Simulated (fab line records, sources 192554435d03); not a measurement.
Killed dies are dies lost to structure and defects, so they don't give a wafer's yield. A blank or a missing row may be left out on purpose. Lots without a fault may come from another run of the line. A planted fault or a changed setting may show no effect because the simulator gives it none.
Which tool did it? | flow n5_finfet | 11 lots, 33 wafers sampled, at 5 steps of a route of 1938

WHAT THE GAUGES READ, wafer by wafer
N5_BEOL_M12_CD_MEAS_10: target cd 140 nm. Usual: cd_nm 140.1 nm, standard deviation 1.3.
lot  | measured     | on        | cd_nm (nm)        | flag
L753 | day 12 01:37 | cd_sem-03 | 141.4 141.6 141.6 |
L752 | day 12 01:40 | cd_sem-03 | 141.2 141.1 141.3 |
L756 | day 12 10:50 | cd_sem-03 | 139.9 140.2 140.2 |
L757 | day 12 11:14 | cd_sem-01 | 136.5 138.1 139.1 |
L759 | day 13 04:44 | cd_sem-01 | 142.2 142.1 139.9 |
L760 | day 13 05:17 | cd_sem-03 | 143.0 142.4 142.3 |
L761 | day 13 19:01 | cd_sem-01 | 139.2 140.5 140.4 |
L762 | day 14 01:31 | cd_sem-02 | 140.8 141.6 141.7 |
L763 | day 14 08:58 | cd_sem-02 | 137.8 139.7 139.3 |
L764 | day 14 13:36 | cd_sem-03 | 140.3 140.9 140.4 |
L773 | day 17 04:16 | cd_sem-02 | 134.0 134.7 133.3 | OFF

N5_BEOL_M12_INSPECT_12: inspects for defects (macro). Usual: raw_defect_count 2.0, standard deviation 1.5.
lot  | measured     | on                | raw_defect_count | flag
L753 | day 12 01:41 | defect_inspect-02 | 2 2 4            |
L752 | day 12 01:44 | defect_inspect-01 | 2 4 2            |
L756 | day 12 10:53 | defect_inspect-01 | 2 0 0            |
L757 | day 12 11:17 | defect_inspect-02 | 1 4 0            |
L759 | day 13 04:48 | defect_inspect-01 | 1 2 0            |
L760 | day 13 05:20 | defect_inspect-02 | 1 2 2            |
L761 | day 13 19:04 | defect_inspect-01 | 1 2 1            |
L762 | day 14 01:34 | defect_inspect-02 | 4 3 3            |
L763 | day 14 09:01 | defect_inspect-01 | 2 1 1            |
L764 | day 14 13:40 | defect_inspect-02 | 3 3 1            |
L773 | day 17 04:19 | defect_inspect-02 | 2 1 2            |

WHICH TOOL RAN EACH LOT (tool, then ch and the chambers of the sampled wafers, then the start)
lot  | N5_BEOL_M11_SURFACE_TREAT_76 | N5_BEOL_M11_SPUTTER_48       | N5_BEOL_M12_EXPOSE_07
L753 | pvd_sputter-02, day 11 23:16 | pvd_sputter-02, day 12 00:03 | krf_scanner-02 ch 0, day 12 01:27
L752 | pvd_sputter-02, day 11 23:23 | pvd_sputter-02, day 12 00:08 | krf_scanner-02 ch 0, day 12 01:31
L756 | pvd_sputter-01, day 12 08:53 | pvd_sputter-03, day 12 09:05 | krf_scanner-02 ch 0, day 12 10:40
L757 | pvd_sputter-03, day 12 09:26 | pvd_sputter-03, day 12 09:40 | krf_scanner-01 ch 0, day 12 11:04
L759 | pvd_sputter-01, day 13 02:28 | pvd_sputter-02, day 13 02:39 | krf_scanner-01 ch 0, day 13 04:35
L760 | pvd_sputter-03, day 13 03:28 | pvd_sputter-03, day 13 03:43 | krf_scanner-02 ch 0, day 13 05:07
L761 | pvd_sputter-01, day 13 16:58 | pvd_sputter-02, day 13 17:11 | krf_scanner-01 ch 0, day 13 18:50
L762 | pvd_sputter-03, day 13 23:40 | pvd_sputter-02, day 14 00:04 | krf_scanner-01 ch 0, day 14 01:21
L763 | pvd_sputter-02, day 14 07:09 | pvd_sputter-02, day 14 07:31 | krf_scanner-01 ch 0, day 14 08:47
L764 | pvd_sputter-03, day 14 11:41 | pvd_sputter-03, day 14 12:02 | krf_scanner-02 ch 0, day 14 13:26
L773 | pvd_sputter-03, day 17 02:33 | pvd_sputter-02, day 17 02:49 | krf_scanner-02 ch 0, day 17 04:06
- N5_BEOL_M11_SURFACE_TREAT_76
- N5_BEOL_M11_SPUTTER_48: material Cu, target thk 12 nm, time 2 s.
- N5_BEOL_M12_EXPOSE_07: exposes mask V11.

WHAT THE TOOLS THEMSELVES READ (means of the sampled wafers that have a number; where no wafer has one, the mark that the record gives instead)
N5_BEOL_M11_SPUTTER_48. Usual: chuck_gas_flow_sccm 1.26 sccm, standard deviation 0.045; chuck_sensor_temp_C -16.3 C, standard deviation 0.32; throttle_valve_pct 30.2 %, standard deviation 1.4.
lot  | tool           | chuck_gas_flow_sccm (sccm) | chuck_sensor_temp_C (C) | throttle_valve_pct (%) | flag
L753 | pvd_sputter-02 | 1.20                       | -15.8                   | 29.5                   |
L752 | pvd_sputter-02 | 1.28                       | -16.2                   | 29.3                   |
L756 | pvd_sputter-03 | 1.21                       | -16.4                   | 29.9                   |
L757 | pvd_sputter-03 | 1.27                       | -16.3                   | 30.5                   |
L759 | pvd_sputter-02 | 1.27                       | -16.3                   | 29.9                   |
L760 | pvd_sputter-03 | 1.26                       | -16.4                   | 30.0                   |
L761 | pvd_sputter-02 | 1.26                       | -16.1                   | 28.5                   |
L762 | pvd_sputter-02 | 1.29                       | -16.3                   | 30.1                   |
L763 | pvd_sputter-02 | 1.24                       | -16.0                   | 30.8                   |
L764 | pvd_sputter-03 | 1.26                       | -16.4                   | 30.5                   |
L773 | pvd_sputter-02 | 1.28                       | -16.5                   | 29.8                   |

N5_BEOL_M12_EXPOSE_07. Usual: exposure_dose_mJ_cm2 32.49, standard deviation 0.031.
lot  | tool           | exposure_dose_mJ_cm2 | flag
L753 | krf_scanner-02 | 32.54                |
L752 | krf_scanner-02 | 32.52                |
L756 | krf_scanner-02 | 32.52                |
L757 | krf_scanner-01 | 32.47                |
L759 | krf_scanner-01 | 32.48                |
L760 | krf_scanner-02 | 32.47                |
L761 | krf_scanner-01 | 32.47                |
L762 | krf_scanner-01 | 32.48                |
L763 | krf_scanner-01 | 32.47                |
L764 | krf_scanner-02 | 32.47                |
L773 | krf_scanner-02 | 32.67                | OFF

THE ANSWER, worked out from the rows above alone
Rule: a lot is off if the mean of its wafers that have a number lies more than 3 standard deviations from the usual mean. A lot without any number at a reading at which 4 lots or more have one is off too. The other lots that the step has rows for count as sound. The gauges are gone through in route order, then the tools' own readings, and for those a lot's mean is taken as printed above. The first step at which some lot is off is used, and at that step the reading that is off furthest; a lot without a number counts as furthest.
Off: L773, at N5_BEOL_M12_CD_MEAS_10 (cd_nm).
A tool fits if, at a process step before that reading, it ran every lot that is off, and no sound lot after the first of them. The gauges at N5_BEOL_M12_CD_MEAS_10 aren't tried: what is off there is off at N5_BEOL_M12_EXPOSE_07 too, on other tools, and a gauge's error can't cause that. Can't be told from this: 3 tools fit, pvd_sputter-03 at N5_BEOL_M11_SURFACE_TREAT_76, pvd_sputter-02 at N5_BEOL_M11_SPUTTER_48, krf_scanner-02 at N5_BEOL_M12_EXPOSE_07.

WHAT THE SIMULATOR HAD PUT IN
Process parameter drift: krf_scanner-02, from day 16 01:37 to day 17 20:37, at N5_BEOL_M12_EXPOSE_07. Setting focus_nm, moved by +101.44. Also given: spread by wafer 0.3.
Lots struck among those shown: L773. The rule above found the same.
